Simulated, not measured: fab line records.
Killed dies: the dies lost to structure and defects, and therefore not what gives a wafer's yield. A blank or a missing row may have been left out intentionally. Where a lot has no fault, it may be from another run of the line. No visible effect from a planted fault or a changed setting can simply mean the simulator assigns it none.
The tool behind it: which one? :: flow nandHarc :: 6 lots with 18 wafers sampled at 4 steps, on a route of 1302 steps

## WHAT THE GAUGES READ, wafer by wafer
NHARC_THIN_TSV_CD_MEAS_37.
lot: L938
measured: day 25 01:39
on: cdSem-03
cdNm (nm): 4997.6 4999.4 5001.1

lot: L941
measured: day 26 14:44
on: cdSem-01
cdNm (nm): 4997.0 4997.7 5000.1

lot: L943
measured: day 27 16:59
on: cdSem-03
cdNm (nm): 5004.6 5000.5 5005.9

lot: L946
measured: day 28 12:34
on: cdSem-01
cdNm (nm): 4996.6 4999.3 5003.8

lot: L947
measured: day 28 18:10
on: cdSem-02
cdNm (nm): 5000.9 5002.0 4998.4

lot: L953
measured: day 31 13:43
on: cdSem-03
cdNm (nm): 5001.4 5001.2 5001.3

## EACH LOT AND THE TOOL THAT RAN IT (in order: tool; ch and the chambers of the sampled wafers; start)
lot: L938
NHARC_A_ONON_D2_DEP_06: pecvdOnon-04 ch 0, day 13 15:44
NHARC_THIN_TSV_PVD_19: pvdSputter-01, day 25 00:50 or earlier
NHARC_THIN_TSV_STRIP_56: plasmaAsher-01 ch 1, day 25 00:50

lot: L941
NHARC_A_ONON_D2_DEP_06: pecvdOnon-04 ch 0, day 15 01:49
NHARC_THIN_TSV_PVD_19: pvdSputter-02, day 26 14:01 or earlier
NHARC_THIN_TSV_STRIP_56: plasmaAsher-02 ch 0,1, day 26 14:01

lot: L943
NHARC_A_ONON_D2_DEP_06: pecvdOnon-02 ch 0, day 15 21:30
NHARC_THIN_TSV_PVD_19: pvdSputter-01, day 27 16:11 or earlier
NHARC_THIN_TSV_STRIP_56: plasmaAsher-01 ch 0,1, day 27 16:11

lot: L946
NHARC_A_ONON_D2_DEP_06: pecvdOnon-04 ch 0, day 16 22:04
NHARC_THIN_TSV_PVD_19: pvdSputter-01, day 28 11:47 or earlier
NHARC_THIN_TSV_STRIP_56: plasmaAsher-01 ch 0,1, day 28 11:47

lot: L947
NHARC_A_ONON_D2_DEP_06: pecvdOnon-01 ch 0, day 17 12:44
NHARC_THIN_TSV_PVD_19: pvdSputter-02, day 28 17:22 or earlier
NHARC_THIN_TSV_STRIP_56: plasmaAsher-01 ch 0, day 28 17:22

lot: L953
NHARC_A_ONON_D2_DEP_06: pecvdOnon-04 ch 0, day 20 00:25
NHARC_THIN_TSV_PVD_19: pvdSputter-03, day 31 12:56 or earlier
NHARC_THIN_TSV_STRIP_56: plasmaAsher-01 ch 0,1, day 31 12:56
- NHARC_A_ONON_D2_DEP_06: target thk 1000 nm.
- NHARC_THIN_TSV_PVD_19: deposits TaN, target thk 20 nm.
- NHARC_THIN_TSV_STRIP_56: strips in O2.

## THE ANSWER, worked out from the rows above alone
Rule: what is usual is taken from the lots themselves. The widest of any qualifying gaps counts: lots, ordered by their means at a reading, are off when they make up no more than a third of the lots, leave a main group of 4 or more, and stand apart from it by 3 or more times the standard deviation of that group's means. A main group whose means are all the same, to the digits that the tables above print for the reading, isn't used. Also off: a lot with no number at a reading for which 4 or more lots have one. All remaining lots with rows at the step are treated as sound.
Nothing can be told from this: no lot is off at any reading shown.

## WHAT THE SIMULATOR HAD PUT IN
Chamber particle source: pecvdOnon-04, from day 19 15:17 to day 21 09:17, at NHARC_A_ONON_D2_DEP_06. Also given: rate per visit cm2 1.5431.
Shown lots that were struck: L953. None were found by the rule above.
